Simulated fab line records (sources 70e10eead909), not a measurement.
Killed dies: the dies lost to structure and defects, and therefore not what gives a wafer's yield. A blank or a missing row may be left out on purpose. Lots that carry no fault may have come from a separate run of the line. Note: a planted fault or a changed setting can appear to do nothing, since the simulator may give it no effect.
A lot that was struck, set against a sound lot	flow nand harc	14 steps out of a route of 1159
Sound: these wafers, L457.4, L457.5, L457.6. Wafers L475.4, L475.5, L475.6 were the ones struck. At the end, the cause is stated.
For every step that has rows: the tool of each side, followed by ch and its chambers, followed by its first start. Under that, the readings that differ: sound wafers	struck wafers	difference of the means	sigmas: that difference in standard deviations of wafers without a fault.
alike: a reading whose means differ by less than 2 such deviations, as well as words and numbers matching on both sides. not compared: withheld readings; readings where some wafer has no value; bounds like >300 that might hide an equal value; numbers whose values overlap and for which the record gives no deviation.
Wherever a step has rows on one side only, a row that says differs or no value, or a row with sigmas, the two part there. Numbers that have no deviation but don't overlap get no sigmas and don't part them. A reading that every wafer of one side lacks parts them only if that side has two wafers or more.

NHARC_P_GATE_DESCUM_48: chemistry O2, time 3 s.
  sound on rie diel-10 ch 0,3, day 5 04:14; struck on rie diel-11 ch 0,2,3, day 9 09:50
  alike: drypump motor current A, oes product au, rf vpp V, showerhead plenum p Torr, throttle valve pct
  not compared: rf hours counter h
then, 1 step without rows for these wafers: NHARC_P_GATE_IMPLANT_49.
NHARC_P_GATE_STRIP_111: strips in N2/H2, time 250 s.
  sound on plasma asher-02 ch 0,1, day 5 04:44; struck on plasma asher-01 ch 0,1, day 9 10:55
  alike: drypump motor current A, heater power w
  not compared: rf hours counter h
NHARC_P_GATE_STRIP_75: strips in O2.
  sound on plasma asher-02 ch 0,1, day 5 04:55; struck on plasma asher-01 ch 0,1, day 9 11:06
  alike: drypump motor current A, heater power w
  not compared: rf hours counter h
then, 8 steps without rows for these wafers: NHARC_P_GATE_STRIP_50 (strips in SPM, time 900 s); NHARC_P_GATE_DEHYDRATE_51 (time 120 s); NHARC_P_GATE_HMDS_52 (time 30 s); NHARC_P_GATE_COAT_53; NHARC_P_GATE_SOFTBAKE_54 (time 95 s); NHARC_P_GATE_EBR_55; NHARC_P_GATE_EXPOSE_56 (exposes mask P PSD, target cd 720 nm); NHARC_P_GATE_PEB_57 (peb time 85 s).
NHARC_P_GATE_DEVELOP_58: time 70 s.
  struck on litho track-05, day 9 11:00; sound on litho track-02 ch 0, day 5 05:00
  no value came back on the struck wafers for chill plate temp C (C), exhaust pa (Pa); on the sound wafers chill plate temp C (C) reads 23.02 23.10 22.83
NHARC_P_GATE_CD_MEAS_59: the cd target is 720 nm.
  sound on cd sem-02 ch 0, day 5 05:42; struck on cd sem-03 ch 0, day 9 11:52
  alike: cd nm

== WHERE THEY PART ==
Within this record, at NHARC_P_GATE_DEVELOP_58 only. Later steps at which nothing parts them and some readings are alike: NHARC_P_GATE_CD_MEAS_59.

WHY: whatever the simulator had introduced
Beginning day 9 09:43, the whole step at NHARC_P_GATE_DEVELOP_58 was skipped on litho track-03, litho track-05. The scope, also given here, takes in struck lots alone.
